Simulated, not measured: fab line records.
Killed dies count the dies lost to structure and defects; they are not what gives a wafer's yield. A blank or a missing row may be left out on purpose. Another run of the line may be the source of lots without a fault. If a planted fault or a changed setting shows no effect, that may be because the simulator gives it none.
Chamber matching :: flow nand harc :: NHARC_A_WL_FILL_CMP_12 on cmp-01 has 4 sister chambers
The step polishes, t overpolish 30 s, target thk 100 nm. 8 wafers are shown with their chamber, then 7 later ones without.

## WAFERS WITH THEIR CHAMBER
wafer: L447.5
chamber: 2
motor current A (A): 10.5
overpolish run s (s): 29.999

wafer: L448.5
chamber: 0
motor current A (A): 12.9
overpolish run s (s): 30.002

wafer: L448.6
chamber: 3
motor current A (A): 11.8
overpolish run s (s): 30.000

wafer: L450.1
chamber: 3
motor current A (A): 11.3
overpolish run s (s): 29.994

wafer: L450.2
chamber: 1
motor current A (A): 12.3
overpolish run s (s): 29.995

wafer: L450.6
chamber: 1
motor current A (A): 12.6
overpolish run s (s): 29.999

wafer: L455.1
chamber: 0
motor current A (A): 12.2
overpolish run s (s): 29.987

wafer: L455.2
chamber: 2
motor current A (A): 9.8
overpolish run s (s): 30.006

## WAFERS WHOSE CHAMBER IS MISSING
wafer: L455.3
motor current A (A): 13.0
overpolish run s (s): 29.986

wafer: L465.1
motor current A (A): 12.7
overpolish run s (s): 30.004

wafer: L465.4
motor current A (A): 12.2
overpolish run s (s): 30.014

wafer: L465.5
motor current A (A): 10.2
overpolish run s (s): 30.000

wafer: L467.3
motor current A (A): 12.7
overpolish run s (s): 30.006

wafer: L467.5
motor current A (A): 12.4
overpolish run s (s): 29.998

wafer: L467.6
motor current A (A): 11.4
overpolish run s (s): 29.995

## THE CHAMBER EACH PASSED THROUGH
wafer: L455.3
from the rows above: can't be placed: 0 or 1
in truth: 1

wafer: L465.1
from the rows above: can't be placed: 1 or 0 or 3
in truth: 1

wafer: L465.4
from the rows above: can't be placed: 1 or 3 or 0
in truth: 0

wafer: L465.5
from the rows above: 2
in truth: 2

wafer: L467.3
from the rows above: can't be placed: 1 or 0 or 3
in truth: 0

wafer: L467.5
from the rows above: can't be placed: 1 or 0 or 3
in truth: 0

wafer: L467.6
from the rows above: 3
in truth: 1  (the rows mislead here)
Correct placement for 1 of the 7. These rows do not allow placing 5 (true chamber among the candidates in 5). Wrongly placed: 1.
How it was worked out, from the rows above alone: a wafer's distance from a chamber is the root of the sum, over the readings, of the square of ((its reading less the chamber's mean) divided by the reading's scatter). If the next closest chamber is less than 2 further off than the closest, the wafer can't be placed; otherwise it belongs to the closest. Each chamber's mean is taken over the wafers shown for it. The scatter: the root of (the sum of the squares of (reading less its chamber's mean) over the shown wafers, divided by (wafers less chambers)).
